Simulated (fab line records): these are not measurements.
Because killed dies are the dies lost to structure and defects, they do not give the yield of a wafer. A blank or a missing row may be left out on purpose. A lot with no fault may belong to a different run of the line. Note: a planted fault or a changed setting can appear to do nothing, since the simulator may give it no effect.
Split-lot study :: flow n5-finfet :: 21 wafers read from 7 lots, route of 1938 steps

## THE SPLIT
At N5_ILD0_ALD_15 (deposits SiNx, target thk 24 nm, pulse time 1 s, ald cycles 480), the setting ald-cycles was moved away from the recipe's 480 on 5 of the 21 wafers read, by -12.9% to +10.0%. All remaining wafers had this setting at the recipe value.

Reading taken at the split's own step.

## THE READING
SiNx_of_ILD0_ALD_15.thk-nm (the simulator's own value, which no gauge read), in nm, at N5_ILD0_ALD_15 (deposits SiNx, target thk 24 nm, pulse time 1 s, ald cycles 480). The file gives no usual value for it. The 16 wafers here that ran the recipe average 24.0 nm, standard deviation 0.14 nm.

wafer: L077.3
tool, chamber at the split: ald-sin-02, 3
ald-cycles as run: 480
against the recipe: recipe
SiNx_of_ILD0_ALD_15.thk-nm, nm: 24.2
against lot-mates on the recipe: -

wafer: L077.5
tool, chamber at the split: ald-sin-02, 1
ald-cycles as run: 480
against the recipe: recipe
SiNx_of_ILD0_ALD_15.thk-nm, nm: 23.8
against lot-mates on the recipe: -

wafer: L077.6
tool, chamber at the split: ald-sin-02, 0
ald-cycles as run: 480
against the recipe: recipe
SiNx_of_ILD0_ALD_15.thk-nm, nm: 24
against lot-mates on the recipe: -

wafer: L079.1
tool, chamber at the split: ald-sin-02, 0,1
ald-cycles as run: 445
against the recipe: -7.3%
SiNx_of_ILD0_ALD_15.thk-nm, nm: 22.2
against lot-mates on the recipe: -1.8

wafer: L079.2
tool, chamber at the split: ald-sin-02, 0,1
ald-cycles as run: 445
against the recipe: -7.3%
SiNx_of_ILD0_ALD_15.thk-nm, nm: 22.2
against lot-mates on the recipe: -1.8

wafer: L079.4
tool, chamber at the split: ald-sin-02, 3
ald-cycles as run: 480
against the recipe: recipe
SiNx_of_ILD0_ALD_15.thk-nm, nm: 24
against lot-mates on the recipe: -

wafer: L084.2
tool, chamber at the split: ald-sin-01, 2,3,3
ald-cycles as run: 480
against the recipe: recipe
SiNx_of_ILD0_ALD_15.thk-nm, nm: 24
against lot-mates on the recipe: -

wafer: L084.4
tool, chamber at the split: ald-sin-01, 2,3,3
ald-cycles as run: 480
against the recipe: recipe
SiNx_of_ILD0_ALD_15.thk-nm, nm: 24
against lot-mates on the recipe: -

wafer: L084.6
tool, chamber at the split: ald-sin-01, 2,3,3
ald-cycles as run: 480
against the recipe: recipe
SiNx_of_ILD0_ALD_15.thk-nm, nm: 24
against lot-mates on the recipe: -

wafer: L087.1
tool, chamber at the split: ald-sin-02, 2
ald-cycles as run: 480
against the recipe: recipe
SiNx_of_ILD0_ALD_15.thk-nm, nm: 24
against lot-mates on the recipe: -

wafer: L087.6
tool, chamber at the split: ald-sin-02, 2
ald-cycles as run: 480
against the recipe: recipe
SiNx_of_ILD0_ALD_15.thk-nm, nm: 24
against lot-mates on the recipe: -

wafer: L087.4
tool, chamber at the split: ald-sin-02, 0
ald-cycles as run: 480
against the recipe: recipe
SiNx_of_ILD0_ALD_15.thk-nm, nm: 24.2
against lot-mates on the recipe: -

wafer: L089.1
tool, chamber at the split: ald-sin-01, 0,1
ald-cycles as run: 480
against the recipe: recipe
SiNx_of_ILD0_ALD_15.thk-nm, nm: 24
against lot-mates on the recipe: -

wafer: L089.4
tool, chamber at the split: ald-sin-01, 0,1
ald-cycles as run: 480
against the recipe: recipe
SiNx_of_ILD0_ALD_15.thk-nm, nm: 24
against lot-mates on the recipe: -

wafer: L089.5
tool, chamber at the split: ald-sin-01, 1
ald-cycles as run: 528
against the recipe: +10.0%
SiNx_of_ILD0_ALD_15.thk-nm, nm: 26.4
against lot-mates on the recipe: +2.4

wafer: L091.3
tool, chamber at the split: ald-sin-01, 1
ald-cycles as run: 480
against the recipe: recipe
SiNx_of_ILD0_ALD_15.thk-nm, nm: 24
against lot-mates on the recipe: -

wafer: L091.4
tool, chamber at the split: ald-sin-01, 3,0
ald-cycles as run: 418
against the recipe: -12.9%
SiNx_of_ILD0_ALD_15.thk-nm, nm: 21
against lot-mates on the recipe: -3.0

wafer: L091.6
tool, chamber at the split: ald-sin-01, 3,0
ald-cycles as run: 418
against the recipe: -12.9%
SiNx_of_ILD0_ALD_15.thk-nm, nm: 21
against lot-mates on the recipe: -3.0

wafer: L097.2
tool, chamber at the split: ald-sin-01, 1
ald-cycles as run: 480
against the recipe: recipe
SiNx_of_ILD0_ALD_15.thk-nm, nm: 24
against lot-mates on the recipe: -

wafer: L097.4
tool, chamber at the split: ald-sin-01, 3
ald-cycles as run: 480
against the recipe: recipe
SiNx_of_ILD0_ALD_15.thk-nm, nm: 23.6
against lot-mates on the recipe: -

wafer: L097.6
tool, chamber at the split: ald-sin-01, 1
ald-cycles as run: 480
against the recipe: recipe
SiNx_of_ILD0_ALD_15.thk-nm, nm: 23.8
against lot-mates on the recipe: -
Where a row lists several chambers, the file gives one row for several wafers and doesn't say which wafer went through which chamber.

FIT RESULTS
A straight line over all 21 wafers: SiNx_of_ILD0_ALD_15.thk-nm changes by +0.235 nm for each +1% of ald-cycles; r = +0.99; the points scatter about the line by 0.13 nm.
The same after taking each lot's own level away (the mean of its wafers on the recipe; 21 wafers): +0.237 nm for each +1%; r = +1.00; scatter 0.1 nm.
Per that fit: largest ald-cycles move, reading shift of 3.1 nm.
The span of the lots' own levels, 23.80 to 24.07 nm, comes to 1.9 times the standard deviation stated above.
The two slopes agree, so the slope changes little with the lot-to-lot level.
Check: for one of the wafers moved furthest among these (-12.9%), held out of the fit, the line's prediction against its lot-mates is -3.08 nm. Against them it came out at -3 nm.

## ADDITIONAL SPLITS CARRIED BY THESE WAFERS
Note: prior to the reading, these wafers also went through further splits. Each is held against what the fit with the lots' levels taken away leaves over:
other split on the same wafers: N5_WELL_APT_COAT_02 spin-rpm
wafers away from the commonest value: 8
r with SiNx_of_ILD0_ALD_15.thk-nm (lot level and that fit taken away): +0.00

other split on the same wafers: N5_FIN_SAQP_HM_DEP_03 time-s
wafers away from the commonest value: 4
r with SiNx_of_ILD0_ALD_15.thk-nm (lot level and that fit taken away): -0.10

other split on the same wafers: N5_FIN_SAQP_COAT_10 spin-rpm
wafers away from the commonest value: 7
r with SiNx_of_ILD0_ALD_15.thk-nm (lot level and that fit taken away): -0.02

other split on the same wafers: N5_SD_EPI_N_ETCH_16 target-depth-a
wafers away from the commonest value: 6
r with SiNx_of_ILD0_ALD_15.thk-nm (lot level and that fit taken away): -0.17

other split on the same wafers: N5_SD_EPI_N_EPI_21 epi-growth-time-s
wafers away from the commonest value: 6
r with SiNx_of_ILD0_ALD_15.thk-nm (lot level and that fit taken away): -0.03

## FILE'S OWN FIT
SiNx_of_ILD0_ALD_15.thk-nm changes by +0.237 nm for each +1% of ald-cycles, r = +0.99.
